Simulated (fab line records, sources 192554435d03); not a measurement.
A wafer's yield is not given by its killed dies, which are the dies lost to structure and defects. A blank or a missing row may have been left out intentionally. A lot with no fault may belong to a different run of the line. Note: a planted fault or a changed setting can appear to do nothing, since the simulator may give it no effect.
Which tool is to blame? ; flow n5-finfet ; Sampling: 11 lots, 32 wafers, 3 of 1938 route steps

## WHAT EACH GAUGE READ, for each wafer
N5_BEOL_M15_OVL_MEAS_11.
lot;measured;on;V14_OVL (nm)
L212;day 10 12:12;overlay-02;5 1 6
L214;day 11 13:53;overlay-02;5 3 5
L216;day 12 03:51;overlay-01;-1 1 6
L217;day 12 14:30;overlay-02;11 14 8
L219;day 12 14:46;overlay-01;13 11 5
L224;day 14 16:38;overlay-02;4 4 1
L232;day 15 23:31;overlay-02;-6 -4 5
L229;day 16 07:13;overlay-02;13 14 12
L233;day 16 20:13;overlay-01;5 10
L234;day 17 08:28;overlay-01;0 4 8
L235;day 17 08:58;overlay-01;8 10 4

N5_BEOL_M15_INSPECT_12: inspects for defects (macro).
lot;measured;on;raw-defect-count
L212;day 10 12:14;defect-inspect-01;4 7 0
L214;day 11 13:54;defect-inspect-01;2 1 1
L216;day 12 03:52;defect-inspect-01;3 0 1
L217;day 12 14:31;defect-inspect-01;2 0 4
L219;day 12 14:47;defect-inspect-02;1 0 0
L224;day 14 16:40;defect-inspect-01;0 3 1
L232;day 15 23:33;defect-inspect-02;0 2 3
L229;day 16 07:14;defect-inspect-01;3 2 2
L233;day 16 20:14;defect-inspect-01;5 3
L234;day 17 08:30;defect-inspect-01;0 2 0
L235;day 17 08:59;defect-inspect-01;3 0 1

## WHAT TOOL EACH LOT RAN ON (gives the tool, then ch and the chambers of the sampled wafers, and finally the start)
lot;N5_BEOL_M14_DEP_53
L212;pecvd-04 ch 0,1,2, day 10 11:30
L214;pecvd-03 ch 0,1,2, day 11 13:02
L216;pecvd-04 ch 1,2, day 12 03:01
L217;pecvd-04 ch 1,2, day 12 13:38
L219;pecvd-03 ch 0,1, day 12 13:56
L224;pecvd-03 ch 1,2, day 14 15:56
L232;pecvd-04 ch 1,2, day 15 22:41
L229;pecvd-04 ch 1,2, day 16 06:31
L233;pecvd-03 ch 0, day 16 19:30
L234;pecvd-01 ch 0,1,2, day 17 07:46
L235;pecvd-01 ch 0,2, day 17 08:15
- N5_BEOL_M14_DEP_53: deposits SiCN from 3MS/NH3, target thk 50 nm, time 17.8 s.

## WHAT THE TOOLS THEMSELVES READ (means of the sampled wafers that have a number; where no wafer has one, the mark that the record gives instead)
N5_BEOL_M14_DEP_53.
lot;tool;showerhead-plenum-p-Torr (Torr);throttle-valve-pct (%)
L212;pecvd-04;4.148;18.3
L214;pecvd-03;4.167;18.2
L216;pecvd-04;4.143;18.7
L217;pecvd-04;4.148;18.3
L219;pecvd-03;4.166;18.0
L224;pecvd-03;4.173;17.1
L232;pecvd-04;4.144;18.5
L229;pecvd-04;4.148;18.4
L233;pecvd-03;4.146;20.6
L234;pecvd-01;4.188;19.6
L235;pecvd-01;4.205;20.7

## THE ANSWER, worked out from the rows above alone
Rule: usual is defined by the lots themselves. The widest of any qualifying gaps counts: lots, ordered by their means at a reading, are off when they make up no more than a third of the lots, leave a main group of 4 or more, and stand apart from it by 3 or more times the standard deviation of that group's means. If all means in a main group match to the digits the tables above print for the reading, that group is not used. A lot without any number at a reading at which 4 lots or more have one is off too. Any other lot the step has rows for is counted as sound. Order of review: gauges by route order, followed by the tools' own readings, for which a lot's mean as printed above is used. The first step at which some lot is off is used, and at that step the reading that is off furthest; a lot without a number counts as furthest.
Nothing can be told from this: no lot is off at any reading shown.

## WHAT THE SIMULATOR HAD PUT IN
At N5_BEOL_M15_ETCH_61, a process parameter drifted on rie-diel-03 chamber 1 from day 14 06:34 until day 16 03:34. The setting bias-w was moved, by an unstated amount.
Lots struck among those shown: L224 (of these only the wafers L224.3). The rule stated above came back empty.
